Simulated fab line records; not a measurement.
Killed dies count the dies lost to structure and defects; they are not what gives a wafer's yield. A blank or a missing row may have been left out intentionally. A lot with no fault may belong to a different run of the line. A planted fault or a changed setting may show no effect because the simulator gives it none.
Problem report in the 8D (eight disciplines) form, filled by code	flow n5 finfet	the parts of the form that need people (team, actions taken, sign-off) are left out

1. WHAT WENT WRONG
Mean of oes product au at N5_BEOL_M2_ETCH_41: 1.10 a.u. across 2 wafers in 2 lots; on wafers with no fault it is 0.78 a.u. (standard deviation 0.077). Relative to the usual mean, that is a shift of +4.2 standard deviations.
The step: etches SiCN in CH3F/O2, target depth 29.9 nm, time 52.5 s.
The first sign was on wafer L647.4 at day 9 02:17, on rie diel-04. Wafers with a number at this step in the record: 17, from 6 lots. Rule for "out" (also "out of limits"): further than 4 standard deviations from the usual mean. The rest of the wafers with a number are treated as sound.

2. WHAT THIS IS AND IS NOT
question	is	is not
which readings at this step	oes product au	drypump motor current A, rf vpp V, showerhead plenum p Torr, throttle valve pct
which lots	L647, L653	L640, L650, L656, L661
which wafers of those lots	L647.4, L653.3	L647.2, L647.6, L653.1
read on which tools	rie diel-04	rie diel-01
when	from day 9 02:17	up to then (5 sound wafers); but 10 sound wafers of L650, L653, L656, L661 came after

3. WHAT RULES OUT EACH SUSPECT
Counting: any tool at a process step up to the reading remains a suspect provided it ran every lot that is out. Sound lots after the first of them don't rule it out here, since some wafers of a struck lot are sound.
- ald sin-01 at N5_BEOL_M2_ALD_98 (deposits SiO2, target thk 2.5 nm, pulse time 1 s, co reactant pulse time 1 s): kept. It ran every lot that is out, first L647 (day 8 23:21).
- rie diel-04 at N5_BEOL_M2_ETCH_70 (etches SOC in N2/H2, target depth 80 nm, overetch 24 nm, time 130 s): kept. Every lot that is out went through it, the first being L647 (day 9 02:02); the last sound lot it ran before that was L640 (day 6 19:28).
- rie diel-04 at N5_BEOL_M2_VIA_ETCH_34 (etches the open film in C4F6/O2, target depth 69.4 nm, time 65.9 s): kept. Every lot that is out went through it, the first being L647 (day 9 02:09); the last sound lot it ran before that was L640 (day 6 19:34).
- rie diel-04 at N5_BEOL_M2_STRIP_36 (strips in N2/H2): kept. Every lot that is out went through it, the first being L647 (day 9 02:13); the last sound lot it ran before that was L640 (day 6 19:37).
- rie diel-04 at N5_BEOL_M2_ETCH_41 (etches SiCN in CH3F/O2, target depth 29.9 nm, time 52.5 s): kept. Every lot that is out went through it, the first being L647 (day 9 02:17); the last sound lot it ran before that was L640 (day 6 19:41). Its own readings are out on those wafers: oes product au.
- At N5_BEOL_M2_ETCH_70, inside rie diel-04: chamber 0 took the wafers that are out, while their sound lot-mates went through chambers 1, 3.
- At N5_BEOL_M2_VIA_ETCH_34, inside rie diel-04: chamber 0 took the wafers that are out, while their sound lot-mates went through chambers 1, 3.
- At N5_BEOL_M2_STRIP_36, inside rie diel-04: chamber 0 took the wafers that are out, while their sound lot-mates went through chambers 1, 3.
- At N5_BEOL_M2_ETCH_41, inside rie diel-04: chamber 0 took the wafers that are out, while their sound lot-mates went through chambers 1, 3.
Left after counting: ald sin-01 at N5_BEOL_M2_ALD_98, rie diel-04 at N5_BEOL_M2_ETCH_70, rie diel-04 at N5_BEOL_M2_VIA_ETCH_34, rie diel-04 at N5_BEOL_M2_STRIP_36, rie diel-04 at N5_BEOL_M2_ETCH_41.

4. THE CAUSE (what the simulator had put in)
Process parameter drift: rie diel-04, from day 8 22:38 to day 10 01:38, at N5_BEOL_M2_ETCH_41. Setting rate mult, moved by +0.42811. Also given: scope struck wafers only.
Counting leaves 5 suspects; this tool is one of them.

5. SEQUENCE OF EFFECTS, ordered by route
One row per reading whose mean, taken over the struck wafers that have a number, lies over 3 standard deviations from the usual. Only readings whose record carries a usual standard deviation are examined. hours: median over the lots of the time between each lot's start at the first step of this table that gives one and its start at this step. sigmas: the change, counted in usual standard deviations.
hours	step	reading	usual	on struck wafers	change	sigmas
0	N5_BEOL_M2_ETCH_41	oes product au	0.78 a.u.	1.10	+0.32	+4.2
Here are the process steps it includes:
- N5_BEOL_M2_ETCH_41: etches SiCN in CH3F/O2, target depth 29.9 nm, time 52.5 s.
At these later measuring or inspecting steps, every struck wafer for which the step has a row has a number for every such reading, and none has moved that far: N5_BEOL_M4_RC_MEAS_101.

6. WHAT WOULD HAVE CAUGHT IT SOONER
The fault began at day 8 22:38; the first out-of-limits reading in this record came at day 9 02:17, 4 hours later.
